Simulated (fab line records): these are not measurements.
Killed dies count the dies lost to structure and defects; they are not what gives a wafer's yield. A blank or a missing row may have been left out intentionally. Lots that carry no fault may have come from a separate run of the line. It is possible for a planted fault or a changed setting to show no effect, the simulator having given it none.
Lot-split experiment :: flow n5 finfet :: 7 lots, 21 wafers read, on a route of 1938 steps

== THE SPLIT ==
At N5_BEOL_M14_PEB_08 (peb time 90 s), the setting peb time s was moved away from the recipe's 90 s on 8 of the 21 wafers read, by -16.8% to +21.8%. For the rest of the wafers, this setting stayed at what the recipe calls for.

== FROM THE SPLIT TO THE READING: what the file shows between them, 2 steps ==
- N5_BEOL_M14_DEVELOP_09: develop time 45 s
- N5_BEOL_M14_HARDBAKE_14: time 120 s

== THE READING ==
cd nm (nm) at N5_BEOL_M14_CD_MEAS_10, where the cd target is 250 nm. On this fab line, fault-free wafers typically give 250.2 nm with a standard deviation of 1.6 nm.

wafer: L075.1
tool, chamber at the split: litho track-03, 0
peb time s as run, s: 90
against the recipe: recipe
cd nm, nm: 248.0
against lot-mates on the recipe: -

wafer: L075.2
tool, chamber at the split: litho track-03, 0
peb time s as run, s: 109.6
against the recipe: +21.8%
cd nm, nm: 256.8
against lot-mates on the recipe: +7.2

wafer: L075.4
tool, chamber at the split: litho track-03, 0
peb time s as run, s: 90
against the recipe: recipe
cd nm, nm: 251.1
against lot-mates on the recipe: -

wafer: L083.2
tool, chamber at the split: litho track-03, 0
peb time s as run, s: 90
against the recipe: recipe
cd nm, nm: 250.4
against lot-mates on the recipe: -

wafer: L083.5
tool, chamber at the split: litho track-03, 0
peb time s as run, s: 74.89
against the recipe: -16.8%
cd nm, nm: 241.3
against lot-mates on the recipe: -9.1

wafer: L083.6
tool, chamber at the split: litho track-03, 0
peb time s as run, s: 74.89
against the recipe: -16.8%
cd nm, nm: 243.0
against lot-mates on the recipe: -7.4

wafer: L081.1
tool, chamber at the split: litho track-05, 0
peb time s as run, s: 105.1
against the recipe: +16.8%
cd nm, nm: 255.6
against lot-mates on the recipe: +4.5

wafer: L081.3
tool, chamber at the split: litho track-05, 0
peb time s as run, s: 90
against the recipe: recipe
cd nm, nm: 251.1
against lot-mates on the recipe: -

wafer: L081.6
tool, chamber at the split: litho track-05, 0
peb time s as run, s: 105.1
against the recipe: +16.8%
cd nm, nm: 251.8
against lot-mates on the recipe: +0.7

wafer: L084.1
tool, chamber at the split: litho track-04, 0
peb time s as run, s: 103
against the recipe: +14.4%
cd nm, nm: 257.6
against lot-mates on the recipe: +6.1

wafer: L084.2
tool, chamber at the split: litho track-04, 0
peb time s as run, s: 90
against the recipe: recipe
cd nm, nm: 251.5
against lot-mates on the recipe: -

wafer: L084.4
tool, chamber at the split: litho track-04, 0
peb time s as run, s: 103
against the recipe: +14.4%
cd nm, nm: 258.9
against lot-mates on the recipe: +7.4

wafer: L085.4
tool, chamber at the split: litho track-04, 0
peb time s as run, s: 90
against the recipe: recipe
cd nm, nm: 249.9
against lot-mates on the recipe: -

wafer: L085.5
tool, chamber at the split: litho track-04, 0
peb time s as run, s: 90
against the recipe: recipe
cd nm, nm: 253.3
against lot-mates on the recipe: -

wafer: L085.6
tool, chamber at the split: litho track-04, 0
peb time s as run, s: 90
against the recipe: recipe
cd nm, nm: 252.4
against lot-mates on the recipe: -

wafer: L089.3
tool, chamber at the split: litho track-04, 0
peb time s as run, s: 90
against the recipe: recipe
cd nm, nm: 252.1
against lot-mates on the recipe: -

wafer: L089.4
tool, chamber at the split: litho track-04, 0
peb time s as run, s: 90
against the recipe: recipe
cd nm, nm: 253.1
against lot-mates on the recipe: -

wafer: L089.5
tool, chamber at the split: litho track-04, 0
peb time s as run, s: 90
against the recipe: recipe
cd nm, nm: 250.4
against lot-mates on the recipe: -

wafer: L091.1
tool, chamber at the split: litho track-05, 0
peb time s as run, s: 90
against the recipe: recipe
cd nm, nm: 249.1
against lot-mates on the recipe: -

wafer: L091.3
tool, chamber at the split: litho track-05, 0
peb time s as run, s: 90
against the recipe: recipe
cd nm, nm: 251.5
against lot-mates on the recipe: -

wafer: L091.5
tool, chamber at the split: litho track-05, 0
peb time s as run, s: 104.8
against the recipe: +16.4%
cd nm, nm: 254.3
against lot-mates on the recipe: +4.0

THE FIT
A straight line over all 21 wafers: cd nm changes by +0.356 nm for each +1% of peb time s; r = +0.87; the points scatter about the line by 2.2 nm.
The same after taking each lot's own level away (the mean of its wafers on the recipe; 21 wafers): +0.357 nm for each +1%; r = +0.90; scatter 1.8 nm.
That fit puts the effect of the largest move of peb time s on the reading at 7.8 nm.
The lots' own levels span 249.55 to 251.87 nm, that is 1.4 times the standard deviation above.
The two slopes are in agreement: the lot-to-lot level therefore moves the slope only a little.
Check: +7.27 nm against its lot-mates is what the line predicts for one of the wafers moved furthest among these (+21.8%) when that wafer is left out of the fit. Against them it came out at +7.25 nm.

== THESE WAFERS: OTHER SPLITS ==
Note: prior to the reading, these wafers also went through further splits. Each is held against what the fit with the lots' levels taken away leaves over:
other split on the same wafers: N5_BEOL_M10_TRENCH_ETCH_37 source w
wafers away from the commonest value: 7
r with cd nm (lot level and that fit taken away): +0.23

other split on the same wafers: N5_BEOL_M10_ETCH_41 source w
wafers away from the commonest value: 12
r with cd nm (lot level and that fit taken away): -0.19

other split on the same wafers: N5_BEOL_M11_PECVD_70 temp c
wafers away from the commonest value: 8
r with cd nm (lot level and that fit taken away): -0.24

other split on the same wafers: N5_BEOL_M11_COAT_05 spin rpm
wafers away from the commonest value: 9
r with cd nm (lot level and that fit taken away): +0.26

other split on the same wafers: N5_BEOL_M12_CMP_49 down force psi
wafers away from the commonest value: 6
r with cd nm (lot level and that fit taken away): +0.09

other split on the same wafers: N5_BEOL_M13_COAT_58 spin rpm
wafers away from the commonest value: 4
r with cd nm (lot level and that fit taken away): +0.02

== FILE'S OWN FIT ==
cd nm changes by +0.332 nm for each +1% of peb time s, r = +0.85.
